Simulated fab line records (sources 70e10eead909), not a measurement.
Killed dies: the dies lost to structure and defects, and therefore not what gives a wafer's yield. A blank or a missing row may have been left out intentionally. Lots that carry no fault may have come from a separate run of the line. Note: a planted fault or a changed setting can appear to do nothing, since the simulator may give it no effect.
Chamber matching	flow nandHarc	pecvd-02 running NHARC_P_M1_DEP_33: 3 sister chambers
The step deposits SiCN, target thk 30 nm. 14 wafers are shown with their chamber, then 7 later ones without.

WAFERS WITH THEIR CHAMBER
wafer	chamber	heaterPowerW (W)	rfFwdPowerW (W)
L188.4	2	577	447.1
L188.5	0	569	449.4
L188.6	1	559	448.6
L191.2	1	522	452.3
L191.3	2	484	450.3
L191.4	0	568	449.0
L196.1	0	556	449.2
L196.4	0	549	448.8
L196.6	1	506	447.6
L201.4	2	582	449.0
L201.5	1	518	448.5
L201.6	0	572	447.8
L206.3	1	544	448.0
L206.5	1	536	449.7

SIGNATURES (means of the wafers above)
reading	chamber 0	chamber 1	chamber 2	scatter within a chamber
heaterPowerW	562.80	530.83	547.67	27.5
rfFwdPowerW	448.840	449.117	448.800	1.39
Rule: a wafer lies at a distance from a chamber equal to the root of the sum of squares, over the readings, of (its reading less the chamber's mean, divided by the reading's scatter). The wafer belongs to the nearest chamber; if the next one is less than 2 further off, it can't be placed. The scatter: take each reading less its chamber's mean, square it, sum over the shown wafers, divide by the number of wafers less the number of chambers, and take the root.

WAFERS MISSING THEIR CHAMBER
wafer	heaterPowerW (W)	rfFwdPowerW (W)
L206.6	593	447.0
L209.1	558	450.2
L209.2	587	448.3
L209.4	576	449.2
L210.1	542	448.9
L210.2	576	449.0
L210.4	536	448.6

CHAMBER TAKEN BY EACH
wafer	from the rows above	in truth
L206.6	can't be placed: 0 or 2 or 1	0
L209.1	can't be placed: 0 or 2 or 1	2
L209.2	can't be placed: 0 or 2 or 1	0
L209.4	can't be placed: 0 or 2 or 1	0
L210.1	can't be placed: 2 or 1 or 0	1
L210.2	can't be placed: 0 or 2 or 1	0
L210.4	can't be placed: 1 or 2 or 0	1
0 of 7 placed correctly. These rows do not allow placing 7 (true chamber among the candidates in 7). 0 placed wrongly.
